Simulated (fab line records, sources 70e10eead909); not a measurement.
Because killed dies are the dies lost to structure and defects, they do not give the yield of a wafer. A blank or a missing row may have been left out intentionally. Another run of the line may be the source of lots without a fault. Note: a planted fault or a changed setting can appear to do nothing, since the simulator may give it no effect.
fab line records    flow nandHarc
[record] lots = 12  wafers = 36  lastDay = 33
route steps=1302 shown A_BLC@1122 A_M0@1144
lots that met no fault: from a run of the same line without faults
startH: the number of hours between the record's first day and the start of the first shown wafer of the lot    waitH: hours from the lot's prior step to this one    " same as the row above    L1.1+2: a single row standing in for several wafers    - no value, or no start was given    * or withheld: withheld    < > ~ a bound
route shown NAME@n: names a module that has steps shown in the file, with the first one's number in the route    usual: the fault-free wafers' mean and standard deviation    same: alike in all rows    chamber/n: place in a boat    sites: each site's reading    _std_site: how widely they spread, as a standard deviation    _edge_site: the outer-site mean with the inner-site mean subtracted    radiusMm: how far each site lies from the wafer's centre    mask NAME#n: copy n    behind: tool/chamber where the wafer was last shaped    hold: the reason the lot was held/the length of the hold in hours/how it ended    device: which transistor (n, p or np) failed to switch    end of line: tests run on the same wafers once the route is complete    a step with no rows: only its recipe    killed: dies that structure and defects cost at the first sort, which is not the same as the wafer's yield    map: dies across one wafer; x = killed, . = not, _ = none there
set.NAME: the setting as run; set.NAME@STEP: as run at that earlier step    model.NAME: the simulator's own value behind a step, which no gauge read
steps of the route over a sample of lots; a table a step, a row a wafer
services: from which hour (startH, from the record's first day; less than 0 if before it) a tool's chamber was out of use, for how many hours, and why
[[steps]]
[step NHARC_A_BLC_ETCH_17]
[recipe] targetDepthA = 3900  overEtchFrac = 0.25  timeS = 609.38  ionEnergyEv = 200  n2FlowSccm = 150  h2FlowSccm = 150  arFlowSccm = 0  rfW = 400  biasW = 150  chemistry = N2/H2
[usual] drypumpMotorCurrentA = 5.7/0.43  mfcArSccm = 0.009/0.013  oesProductAu = 0.999/0.0095  rfVppV = 429.8/3  showerheadPlenumPTorr = 2.01/0.11  throttleValvePct = 14.171/0.0094
lot.wafer  tool        chamber  startH  waitH  drypumpMotorCurrentA  mfcArSccm  oesProductAu  rfHoursCounterH  rfVppV  showerheadPlenumPTorr  throttleValvePct
L197.3     rieDiel-04  2        -       -      5.8                   0          0.989         10               427.7   1.91                   14.179
L197.1     "           0        "       "      5.3                   0.012      0.990         9                426.5   1.89                   14.177
L197.6     "           2        "       "      5.8                   0          0.981         -                427.6   1.91                   14.183
L200.3     rieDiel-04  1        -       -      6.6                   0          0.998         0                426.6   1.88                   14.183
L200.4     "           3        "       "      5.5                   0.029      1.002         0                430.3   2.04                   14.154
L200.6     "           2        "       "      5.8                   0          0.991         -                428.3   1.91                   14.177
L199.4     rieDiel-09  3        -       -      5.0                   0          0.991         12               427.6   1.94                   14.184
L199.1     "           0        "       "      6.2                   0.019      0.981         12               433.3   2.17                   14.169
L199.5     "           3        "       "      5.0                   0          1.002         -                429.2   1.94                   14.158
L201.2     rieDiel-11  2        -       -      5.3                   0.009      0.992         10               431.3   2.06                   14.172
L201.3     "           3        "       "      5.8                   0.040      0.985         9                433.4   2.18                   14.187
L201.5     "           2        "       "      5.3                   0.009      1.001         -                431.9   2.06                   14.157
L202.3     rieDiel-04  1        -       -      6.5                   0          1.006         3                425.7   1.88                   14.169
L202.1     "           3        "       "      5.5                   0.029      0.996         4                429.4   2.04                   14.191
L202.6     "           2        "       "      5.8                   0          0.983         -                427.4   1.91                   14.174
L203.4     rieDiel-11  3        -       -      5.8                   0.040      0.992         11               432.4   2.18                   14.160
L203.1     "           2        "       "      5.3                   0.009      0.999         12               431.2   2.05                   14.172
L203.6     "           0        "       "      5.7                   0          0.994         -                431.7   2.04                   14.175
L204.4     rieDiel-09  0        -       -      6.2                   0.019      0.986         26               432.8   2.17                   14.170
L204.2     "           1        "       "      5.5                   0          1.017         30               429.6   2.05                   14.166
L204.6     "           0        "       "      6.2                   0.019      0.983         -                435.0   2.17                   14.165
L212.4     rieDiel-11  0        -       -      5.7                   0          1.001         3                430.6   2.04                   14.181
L212.1     "           3        "       "      5.8                   0.040      0.989         3                433.6   2.18                   14.172
L212.6     "           1        "       "      5.6                   0          0.993         -                432.9   2.18                   14.173
L211.1     rieDiel-09  1        -       -      5.5                   0          1.008         56               430.4   2.04                   14.184
L211.4     "           2        "       "      6.4                   0          0.999         59               432.5   2.09                   14.179
L211.5     "           0        "       "      6.2                   0.019      0.994         -                432.6   2.16                   14.179
L214.2     rieDiel-11  2        -       -      5.3                   0.009      1.002         5                430.5   2.05                   14.172
L214.3     "           3        "       "      5.8                   0.040      0.982         4                434.7   2.18                   14.183
L214.6     "           0        "       "      5.7                   0          0.988         -                432.2   2.04                   14.171
L216.4     rieDiel-04  2        -       -      5.8                   0          0.998         13               426.8   1.91                   14.173
L216.3     "           0        "       "      5.3                   0.012      0.995         10               425.1   1.88                   14.169
L216.6     "           2        "       "      5.8                   0          0.992         -                428.2   1.91                   14.172
L220.4     rieDiel-04  2        -       -      5.7                   0          0.997         3                427.6   1.91                   14.156
L220.2     "           3        "       "      5.5                   0.029      1.008         3                429.2   2.03                   14.157
L220.5     "           1        "       "      6.6                   0          1.015         -                424.8   1.88                   14.163
[step NHARC_A_BLC_PVD_32]
[recipe] targetThkA = 50  chamberPressurePa = 5  powerW = 5000  substrateTempC = 200  timeS = 17.7  material = Ti
[usual] throttleValvePct = 30.1/1.1
lot.wafer  tool           chamber  startH  waitH  throttleValvePct
L197.1     pvdSputter-01  -        -       -      28.5
L197.3     "              -        "       "      29.5
L197.6     "              -        "       "      28.7
L200.3     pvdSputter-03  -        -       -      29.2
L200.4     "              -        "       "      30.0
L200.6     "              -        "       "      30.0
L199.1     pvdSputter-02  -        -       -      30.3
L199.4     "              -        "       "      31.5
L199.5     "              -        "       "      30.8
L201.2     pvdSputter-02  -        -       -      30.7
L201.3     "              -        "       "      31.5
L201.5     "              -        "       "      31.4
L202.3     pvdSputter-01  -        -       -      30.7
L202.1     "              -        "       "      28.4
L202.6     "              -        "       "      30.5
L203.1     pvdSputter-03  -        -       -      29.2
L203.4     "              -        "       "      29.9
L203.6     "              -        "       "      30.2
L204.2     pvdSputter-01  -        -       -      27.8
L204.4     "              -        "       "      30.5
L204.6     "              -        "       "      27.9
L212.1     pvdSputter-03  -        -       -      29.4
L212.4     "              -        "       "      29.2
L212.6     "              -        "       "      29.9
L211.1     pvdSputter-03  -        -       -      29.1
L211.4     "              -        "       "      28.9
L211.5     "              -        "       "      29.2
L214.3     pvdSputter-03  -        -       -      29.0
L214.2     "              -        "       "      29.5
L214.6     "              -        "       "      30.1
L216.4     pvdSputter-01  -        -       -      28.0
L216.3     "              -        "       "      29.4
L216.6     "              -        "       "      27.9
L220.4     pvdSputter-02  -        -       -      31.4
L220.2     "              -        "       "      29.4
L220.5     "              -        "       "      31.4
[step NHARC_A_M0_EXPOSE_06]
[recipe] na = 1.35  targetCdNm = 80  doseMj = 83.25  maskId = A_M0
[usual] exposureDoseMJCm2 = 83.22/0.073
lot.wafer  tool            chamber  startH  waitH  mask    exposureDoseMJCm2
L197.1     arfiScanner-02  0        531.05  -      A_M0#0  83.25
L197.3     "               0        "       "      A_M0#0  83.28
L197.6     "               0        "       "      A_M0#0  83.26
L200.3     arfiScanner-03  0        546.18  -      A_M0#0  83.31
L200.4     "               0        "       "      A_M0#0  83.32
L200.6     "               0        "       "      A_M0#0  83.20
L199.1     arfiScanner-02  0        547.49  -      A_M0#0  83.13
L199.4     "               0        "       "      A_M0#0  83.13
L199.5     "               0        "       "      A_M0#0  83.16
L201.2     arfiScanner-02  0        558.02  -      A_M0#0  83.15
L201.3     "               0        "       "      A_M0#0  83.15
L201.5     "               0        "       "      A_M0#0  83.19
L202.1     arfiScanner-03  0        582.03  -      A_M0#0  83.25
L202.3     "               0        "       "      A_M0#0  83.26
L202.6     "               0        "       "      A_M0#0  83.17
L203.1     arfiScanner-01  0        586.98  -      A_M0#0  83.24
L203.4     "               0        "       "      A_M0#0  83.35
L203.6     "               0        "       "      A_M0#0  83.19
L204.2     arfiScanner-03  0        597.04  -      A_M0#0  88.50
L204.4     "               0        "       "      A_M0#0  88.58
L204.6     "               0        "       "      A_M0#0  88.59
L212.1     arfiScanner-02  0        661.02  -      A_M0#0  83.29
L212.4     "               0        "       "      A_M0#0  83.28
L212.6     "               0        "       "      A_M0#0  83.23
L211.1     arfiScanner-03  0        665.74  -      A_M0#0  87.49
L211.4     "               0        "       "      A_M0#0  87.32
L211.5     "               0        "       "      A_M0#0  87.49
L214.2     arfiScanner-02  0        687.99  -      A_M0#0  83.22
L214.3     "               0        "       "      A_M0#0  83.22
L214.6     "               0        "       "      A_M0#0  83.13
L216.3     arfiScanner-02  0        708.94  -      A_M0#0  83.23
L216.4     "               0        "       "      A_M0#0  83.14
L216.6     "               0        "       "      A_M0#0  83.20
L220.2     arfiScanner-01  0        756.36  -      A_M0#0  83.26
L220.4     "               0        "       "      A_M0#0  83.28
L220.5     "               0        "       "      A_M0#0  83.25
[step NHARC_A_M0_CD_MEAS_09]
[recipe] targetCdNm = 80  landingEnergyEv = 500
[usual] cdNm = 80.1/0.71
lot.wafer  tool      chamber  startH  waitH  cdNm
L197.1     cdSem-02  0        531.19  -      80.3
L197.3     "         0        "       "      80.1
L197.6     "         0        "       "      80.3
L200.3     cdSem-01  0        546.32  -      80.7
L200.4     "         0        "       "      81.6
L200.6     "         0        "       "      79.9
L199.1     cdSem-02  0        547.63  -      80.1
L199.4     "         0        "       "      80.1
L199.5     "         0        "       "      80.3
L201.2     cdSem-01  0        558.16  -      79.9
L201.3     "         0        "       "      79.7
L201.5     "         0        "       "      79.6
L202.1     cdSem-03  0        582.17  -      80.0
L202.3     "         0        "       "      81.1
L202.6     "         0        "       "      80.0
L203.1     cdSem-02  0        587.12  -      79.4
L203.4     "         0        "       "      80.2
L203.6     "         0        "       "      79.6
L204.2     cdSem-03  0        597.17  -      83.8
L204.4     "         0        "       "      84.2
L204.6     "         0        "       "      83.7
L212.1     cdSem-03  0        661.16  -      80.9
L212.4     "         0        "       "      81.1
L212.6     "         0        "       "      81.4
L211.1     cdSem-02  0        665.88  -      82.9
L211.4     "         0        "       "      83.3
L211.5     "         0        "       "      84.0
L214.2     cdSem-02  0        688.13  -      78.9
L214.3     "         0        "       "      80.1
L214.6     "         0        "       "      78.7
L216.3     cdSem-02  0        709.09  -      79.5
L216.4     "         0        "       "      80.3
L216.6     "         0        "       "      80.1
L220.2     cdSem-01  0        756.50  -      79.4
L220.4     "         0        "       "      79.2
L220.5     "         0        "       "      80.3
[step NHARC_A_M0_ETCH_15]
[recipe] targetDepthA = 1500  overetchA = 150  timeS = 82.5  c4f8FlowSccm = withheld  arFlowSccm = 400  rfW = 600  biasW = 300  chemistry = C4F8/Ar
[usual] oesProductAu = 0.952/0.025  rfVppV = 441/3.1
lot.wafer  tool        chamber  startH  waitH  oesProductAu  rfHoursCounterH  rfVppV
L197.3     rieDiel-07  0        -       -      0.960         2                445
L197.1     "           2        "       "      0.952         3                441
L197.6     "           1        "       "      0.958         -                445
L200.3     rieDiel-01  0        -       -      0.904         8                440
L200.4     "           1        "       "      0.979         9                437
L200.6     "           0        "       "      0.907         -                439
L199.4     rieDiel-07  2        -       -      0.965         5                443
L199.1     "           1        "       "      1.001         3                444
L199.5     "           2        "       "      0.968         -                442
L201.2     rieDiel-07  0        -       -      0.952         6                444
L201.3     "           1        "       "      0.979         4                445
L201.5     "           2        "       "      0.963         -                441
L202.3     rieDiel-03  2        -       -      0.923         5                439
L202.1     "           3        "       "      0.914         5                441
L202.6     "           1        "       "      0.929         -                438
L203.1     rieDiel-01  3        -       -      0.969         1                439
L203.6     "           3        "       "      0.978         -                436
L203.4     "           1        "       "      0.947         -                437
L204.2     rieDiel-07  0        -       -      0.924         7                444
L204.4     "           1        "       "      0.929         7                444
L204.6     "           1        "       "      0.923         -                445
L212.1     rieDiel-07  0        -       -      0.972         1                444
L212.4     "           1        "       "      0.979         1                443
L212.6     "           3        "       "      0.956         -                443
L211.1     rieDiel-07  3        -       -      0.972         1                444
L211.4     "           0        "       "      0.984         1                444
L211.5     "           0        "       "      0.986         -                444
L214.3     rieDiel-07  3        -       -      0.966         2                445
L214.2     "           1        "       "      0.980         2                444
L214.6     "           3        "       "      0.966         -                443
L216.4     rieDiel-03  0        -       -      0.977         3                437
L216.3     "           1        "       "      0.971         3                437
L216.6     "           2        "       "      0.971         -                437
L220.2     rieDiel-01  0        -       -      0.950         1                439
L220.4     "           2        "       "      0.981         1                437
L220.5     "           3        "       "      0.963         -                439
[[services]]
tool            chamber  startH  hours  kind
arfiScanner-03  -        522.47  2.2    repair
pvdSputter-03   -        526.00  10.0   pm
rieDiel-04      -        532.05  9.0    pm
rieDiel-11      0        534.41  1.7    repair
arfiScanner-02  -        536.77  0.9    repair
rieDiel-07      1        543.46  2.5    repair
arfiScanner-03  -        548.21  4.0    pm
rieDiel-07      0        560.11  10.3   repair
rieDiel-07      -        568.61  0.5    repair
pvdSputter-01   -        576.25  3.2    repair
pvdSputter-01   -        582.02  10.0   pm
arfiScanner-03  -        602.98  0.4    repair
pvdSputter-03   -        608.25  5.0    repair
rieDiel-11      -        609.50  9.0    pm
rieDiel-04      1        618.33  43.9   repair
pvdSputter-03   -        632.94  1.4    repair
rieDiel-07      -        648.24  9.0    pm
rieDiel-04      0        651.43  3.7    repair
arfiScanner-02  -        656.00  4.0    pm
pvdSputter-03   -        704.00  10.0   pm
rieDiel-04      -        709.05  9.0    pm
pvdSputter-03   -        714.88  5.2    repair
pvdSputter-03   -        739.24  3.7    repair
arfiScanner-02  -        749.23  2.2    repair
[[key]]
[firstSign] step = NHARC_A_M0_EXPOSE_06  reading = exposureDoseMJCm2  direction = up  sigmas = 65  usual = 83.22  struck = 88.00
[effect] step = NHARC_A_M0_CD_MEAS_09  reading = cdNm  direction = up  sigmas = 5  usual = 80.1  struck = 83.6  through = controlLoop
metAt NHARC_A_M0_EXPOSE_06
struckLots L204,L211
[loopTrim] step = NHARC_A_M0_EXPOSE_06  setting = dose  lots = L211
notActingAt NHARC_A_BLC_ETCH_17,NHARC_A_BLC_PVD_32,NHARC_A_M0_ETCH_15
onsetBetween 582.03 597.04
[fault] kind = processParameterDrift  tool = arfiScanner-03  chamber = -  onsetH = 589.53  steps = NHARC_A_M0_EXPOSE_06  channel = doseMj  offset = 5.3212  shape = step  actsIn = theseRecipesOnly  stated = 83.25
// loopTrim: a control loop set the setting to another value than it would have without faults
